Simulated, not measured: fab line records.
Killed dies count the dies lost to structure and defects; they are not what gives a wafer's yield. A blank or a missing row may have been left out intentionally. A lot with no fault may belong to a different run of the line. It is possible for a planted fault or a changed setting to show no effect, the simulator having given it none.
Matching of chambers + flow n5-finfet + N5_FIN_SAQP_ALD_61 on ald-sin-03: 4 sister chambers
The step deposits SiO2, target thk 4 nm, pulse time 1 s, purge time 2 s. 20 wafers are shown with their chamber, then 10 later ones without.

WAFERS PAIRED WITH THEIR CHAMBERS
| wafer  | chamber | heater-power-w (W) | precursor-pulse-height-rel | susceptor-temp-C (C) |
|--------|---------|--------------------|----------------------------|----------------------|
| L075.3 | 3       | 506                | 1.023                      | 300.26               |
| L075.4 | 1       | 507                | 0.996                      | 299.93               |
| L075.6 | 3       | 498                | 1.028                      | 299.98               |
| L076.3 | 3       | 495                | 1.009                      | 300.02               |
| L076.4 | 0       | 517                | 1.028                      | 299.81               |
| L076.6 | 3       | 505                | 1.001                      | 299.75               |
| L077.3 | 0       | 520                | 0.928                      | 300.11               |
| L077.4 | 3       | 491                | 1.017                      | 300.05               |
| L077.6 | 0       | 531                | 1.008                      | 299.74               |
| L079.3 | 1       | 521                | 1.014                      | 300.27               |
| L079.4 | 3       | 503                | 1.002                      | 299.89               |
| L079.6 | 1       | 519                | 0.961                      | 299.95               |
| L084.1 | 3       | 488                | 0.983                      | 299.98               |
| L084.5 | 0       | 528                | 0.976                      | 300.19               |
| L084.6 | 3       | 503                | 1.036                      | 300.19               |
| L085.2 | 0       | 518                | 0.975                      | 299.91               |
| L085.4 | 3       | 497                | 0.994                      | 300.19               |
| L085.6 | 2       | 480                | 1.002                      | 300.09               |
| L089.3 | 2       | 479                | 1.006                      | 300.12               |
| L089.4 | 0       | 537                | 0.985                      | 299.95               |

SIGNATURES (averages over the wafers above)
| reading                    | chamber 0 | chamber 1 | chamber 2 | chamber 3 | scatter within a chamber |
|----------------------------|-----------|-----------|-----------|-----------|--------------------------|
| heater-power-w             | 525.17    | 515.67    | 479.50    | 498.44    | 6.9                      |
| precursor-pulse-height-rel | 0.98333   | 0.99033   | 1.00400   | 1.01033   | 0.0245                   |
| susceptor-temp-C           | 299.9517  | 300.0500  | 300.1050  | 300.0344  | 0.164                    |
Rule: distance of a wafer from a chamber = root of the sum over the readings of ((wafer's reading minus chamber's mean) / reading's scatter) squared. If the next closest chamber is less than 2 further off than the closest, the wafer can't be placed; otherwise it belongs to the closest. The scatter is the square root of a quotient: the sum, over the shown wafers, of each reading's squared deviation from its chamber's mean, divided by wafers minus chambers.

WAFERS WITH NO CHAMBER GIVEN
| wafer  | heater-power-w (W) | precursor-pulse-height-rel | susceptor-temp-C (C) |
|--------|--------------------|----------------------------|----------------------|
| L089.5 | 494                | 1.001                      | 299.98               |
| L092.2 | 502                | 1.046                      | 300.42               |
| L092.5 | 499                | 1.016                      | 300.03               |
| L092.6 | 512                | 0.992                      | 300.04               |
| L093.1 | 498                | 0.994                      | 300.08               |
| L093.2 | 479                | 0.951                      | 299.90               |
| L093.3 | 501                | 0.999                      | 300.48               |
| L095.2 | 496                | 1.019                      | 300.14               |
| L095.4 | 527                | 1.007                      | 300.27               |
| L095.5 | 516                | 1.014                      | 299.67               |

EACH ONE'S CHAMBER
| wafer  | from the rows above          | in truth                   |
|--------|------------------------------|----------------------------|
| L089.5 | can't be placed: 3 or 2      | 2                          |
| L092.2 | can't be placed: 3 or 1 or 2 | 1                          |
| L092.5 | 3                            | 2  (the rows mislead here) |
| L092.6 | can't be placed: 1 or 0 or 3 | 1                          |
| L093.1 | can't be placed: 3 or 1 or 2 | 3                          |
| L093.2 | can't be placed: 2 or 3      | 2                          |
| L093.3 | can't be placed: 3 or 1 or 2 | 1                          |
| L095.2 | can't be placed: 3 or 2      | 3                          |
| L095.4 | can't be placed: 0 or 1      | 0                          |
| L095.5 | can't be placed: 0 or 1 or 3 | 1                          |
Correct placement for 0 of the 10. Not placeable from these rows: 9 (in 9, the candidates include the true chamber). Number placed wrongly: 1.
